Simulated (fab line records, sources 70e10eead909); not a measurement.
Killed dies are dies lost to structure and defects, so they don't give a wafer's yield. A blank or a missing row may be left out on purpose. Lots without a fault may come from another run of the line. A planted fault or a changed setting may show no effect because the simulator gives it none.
Which tool did it? | flow nand_harc | 13 lots, 39 wafers sampled, at 6 steps of a route of 1159

WHAT THE GAUGES READ, wafer by wafer
NHARC_A_SOURCE_PLATE_THK_MEAS_09: measures by ellipsometry.
lot  | measured     | on            | thk_nm (nm)
L841 | day 7 07:35  | film_metro-02 | 8.1 11.0 9.8
L843 | day 7 13:10  | film_metro-01 | 8.8 11.2 10.2
L846 | day 7 19:58  | film_metro-01 | 8.8 9.3 9.0
L845 | day 7 19:58  | film_metro-02 | 9.3 10.6 9.9
L844 | day 8 03:29  | film_metro-02 | 11.1 10.7 11.2
L847 | day 8 12:23  | film_metro-01 | 8.5 8.9 11.7
L848 | day 8 12:23  | film_metro-02 | 10.6 11.8 10.7
L850 | day 8 23:21  | film_metro-01 | 9.3 10.8 9.5
L849 | day 8 23:22  | film_metro-01 | 8.7 9.1 12.3
L852 | day 10 10:20 | film_metro-02 | 16.0 16.1 14.7
L855 | day 11 04:34 | film_metro-01 | 15.7 16.9 15.6
L863 | day 12 09:35 | film_metro-01 | 11.0 10.0 9.1
L864 | day 12 15:40 | film_metro-01 | 10.6 10.1 10.3

NHARC_A_ONON_D1_THK_MEAS_08: measures by ellipsometry.
lot  | measured     | on            | thk_nm (nm)
L841 | day 7 23:01  | film_metro-01 | 1000 997 998
L843 | day 8 04:08  | film_metro-02 | 1003 1005 1004
L846 | day 8 11:35  | film_metro-01 | 991 991 991
L845 | day 8 11:37  | film_metro-02 | 980 979 980
L844 | day 8 19:09  | film_metro-01 | 988 986 986
L847 | day 9 03:12  | film_metro-02 | 979 981 979
L848 | day 9 03:11  | film_metro-01 | 999 999 998
L850 | day 9 15:14  | film_metro-01 | 1008 1009 1007
L849 | day 9 15:06  | film_metro-01 | 1012 1014 1011
L852 | day 10 20:37 | film_metro-02 | 988 989 990
L855 | day 11 19:27 | film_metro-01 | 1007 1010 1008
L863 | day 13 00:32 | film_metro-01 | 998 996 996
L864 | day 13 06:34 | film_metro-01 | 1008 1007 1008

NHARC_END_SORT_01.
lot  | measured     | on        | killed_at_array | killed_at_other | killed_at_periphery | killed_dies | killed_open | killed_short
L852 | day 22 11:59 | prober-01 | 34 28 26        | 0 1 1           | 0 2 1               | 34 31 28    | 0 3 2       | 2 2 0

WHICH TOOL RAN EACH LOT (tool, then ch and the chambers of the sampled wafers, then the start)
lot  | NHARC_P_BONDPAD_PVD_27                  | NHARC_P_BONDPAD_ANNEAL_28        | NHARC_A_SOURCE_PLATE_OXIDE_02
L841 | pvd_sputter-01, day 6 20:32 or earlier  | rtp_anneal-02 ch 0, day 6 20:32  | furnace-03 ch 0, day 7 03:36
L843 | pvd_sputter-03, day 7 03:04 or earlier  | rtp_anneal-01 ch 0, day 7 03:04  | furnace-03 ch 0, day 7 09:02
L846 | pvd_sputter-03, day 7 09:20 or earlier  | rtp_anneal-01 ch 0, day 7 09:20  | furnace-02 ch 0, day 7 15:53
L845 | pvd_sputter-01, day 7 10:24 or earlier  | rtp_anneal-02 ch 0, day 7 10:24  | furnace-02 ch 0, day 7 15:53
L844 | pvd_sputter-03, day 7 16:49 or earlier  | rtp_anneal-01 ch 0, day 7 16:49  | furnace-02 ch 0, day 7 23:25
L847 | pvd_sputter-03, day 8 01:45 or earlier  | rtp_anneal-01 ch 0, day 8 01:45  | furnace-02 ch 0, day 8 08:20
L848 | pvd_sputter-03, day 8 03:07 or earlier  | rtp_anneal-02 ch 0, day 8 03:07  | furnace-02 ch 0, day 8 08:20
L850 | pvd_sputter-03, day 8 12:14 or earlier  | rtp_anneal-01 ch 0, day 8 12:14  | furnace-03 ch 0, day 8 19:14
L849 | pvd_sputter-03, day 8 14:47 or earlier  | rtp_anneal-01 ch 0, day 8 14:47  | furnace-03 ch 0, day 8 19:14
L852 | pvd_sputter-03, day 9 18:56 or earlier  | rtp_anneal-01 ch 0, day 9 18:56  | furnace-03 ch 0, day 10 02:02
L855 | pvd_sputter-01, day 10 10:10 or earlier | rtp_anneal-02 ch 0, day 10 10:10 | furnace-03 ch 0, day 10 17:22
L863 | pvd_sputter-01, day 11 22:38 or earlier | rtp_anneal-02 ch 0, day 11 22:38 | furnace-02 ch 0, day 12 05:33
L864 | pvd_sputter-01, day 12 03:24 or earlier | rtp_anneal-02 ch 0, day 12 03:24 | furnace-08 ch 0, day 12 11:32
- NHARC_P_BONDPAD_PVD_27: deposits Cu, target thk 30 nm, time 20.49 s.
- NHARC_P_BONDPAD_ANNEAL_28: time 90 s.
- NHARC_A_SOURCE_PLATE_OXIDE_02: material SiO2, target thk 10 nm, ox time 1362 s.

WHAT THE TOOLS THEMSELVES READ (means of the sampled wafers that have a number; where no wafer has one, the mark that the record gives instead)
NHARC_P_BONDPAD_PVD_27.
lot  | tool           | substrate_temp_c (C) | throttle_valve_pct (%)
L841 | pvd_sputter-01 | 30.11                | 30.6
L843 | pvd_sputter-03 | 30.00                | 30.3
L846 | pvd_sputter-03 | 30.08                | 30.4
L845 | pvd_sputter-01 | 30.03                | 30.6
L844 | pvd_sputter-03 | 30.04                | 29.8
L847 | pvd_sputter-03 | 29.93                | 29.5
L848 | pvd_sputter-03 | 30.01                | 29.0
L850 | pvd_sputter-03 | 29.90                | 28.7
L849 | pvd_sputter-03 | 30.17                | 29.8
L852 | pvd_sputter-03 | 30.08                | 31.5
L855 | pvd_sputter-01 | 30.03                | 28.7
L863 | pvd_sputter-01 | 29.91                | 29.7
L864 | pvd_sputter-01 | 29.98                | 29.6

NHARC_P_BONDPAD_ANNEAL_28.
lot  | tool          | wafer_temp_C_max
L841 | rtp_anneal-02 | 226.2
L843 | rtp_anneal-01 | 226.1
L846 | rtp_anneal-01 | 226.4
L845 | rtp_anneal-02 | 225.7
L844 | rtp_anneal-01 | 226.5
L847 | rtp_anneal-01 | 226.4
L848 | rtp_anneal-02 | 226.1
L850 | rtp_anneal-01 | 226.4
L849 | rtp_anneal-01 | 226.5
L852 | rtp_anneal-01 | 226.3
L855 | rtp_anneal-02 | 225.9
L863 | rtp_anneal-02 | 225.8
L864 | rtp_anneal-02 | 225.8

NHARC_A_SOURCE_PLATE_OXIDE_02.
lot  | tool       | ox_temp_c (C) | tube_center_temp_C (C) | zone_power_top_pct (%)
L841 | furnace-03 | 899.9         | 899.89                 | 36.3
L843 | furnace-03 | 900.2         | 900.11                 | 35.9
L846 | furnace-02 | 899.9         | 900.01                 | 39.6
L845 | furnace-02 | 900.0         | 899.92                 | 39.6
L844 | furnace-02 | 899.8         | 900.02                 | 39.6
L847 | furnace-02 | 900.1         | 899.96                 | 39.6
L848 | furnace-02 | 900.2         | 900.03                 | 39.6
L850 | furnace-03 | 900.1         | 900.00                 | 35.7
L849 | furnace-03 | 900.0         | 900.04                 | 36.0
L852 | furnace-03 | 900.1         | 899.95                 | 36.0
L855 | furnace-03 | 899.8         | 899.95                 | 36.0
L863 | furnace-02 | 900.0         | 900.03                 | 39.6
L864 | furnace-08 | 900.4         | 899.99                 | 31.9

THE ANSWER, worked out from the rows above alone
Rule: what is usual is taken from the lots themselves. Put in order of their means at a reading, lots are off if they are a third of the lots or fewer, leave a main group of 4 or more, and stand apart from it by a gap of 3 or more times the standard deviation of the main group's means; of several such gaps the widest counts. A main group whose means are all the same, to the digits that the tables above print for the reading, isn't used. A lot without any number at a reading at which 4 lots or more have one is off too. The other lots that the step has rows for count as sound. The gauges are gone through in route order, then the tools' own readings, and for those a lot's mean is taken as printed above. The first step at which some lot is off is used, and at that step the reading that is off furthest; a lot without a number counts as furthest.
Off: L852, L855, at NHARC_A_SOURCE_PLATE_THK_MEAS_09 (thk_nm). The main group: mean 10.1 nm, standard deviation 0.55.
A tool fits if, at a process step before that reading, it ran every lot that is off, and no sound lot after the first of them. The gauges at NHARC_A_SOURCE_PLATE_THK_MEAS_09 are tried like those tools. NHARC_P_BONDPAD_PVD_27 gives no start for some lots, so the hours and the order of its lots are those of NHARC_P_BONDPAD_ANNEAL_28. One fits: furnace-03 at NHARC_A_SOURCE_PLATE_OXIDE_02. Its last sound lot is L849 (day 8 19:14), its first lot that is off L852 (day 10 02:02): a fault that began between those two fits.

WHAT THE SIMULATOR HAD PUT IN
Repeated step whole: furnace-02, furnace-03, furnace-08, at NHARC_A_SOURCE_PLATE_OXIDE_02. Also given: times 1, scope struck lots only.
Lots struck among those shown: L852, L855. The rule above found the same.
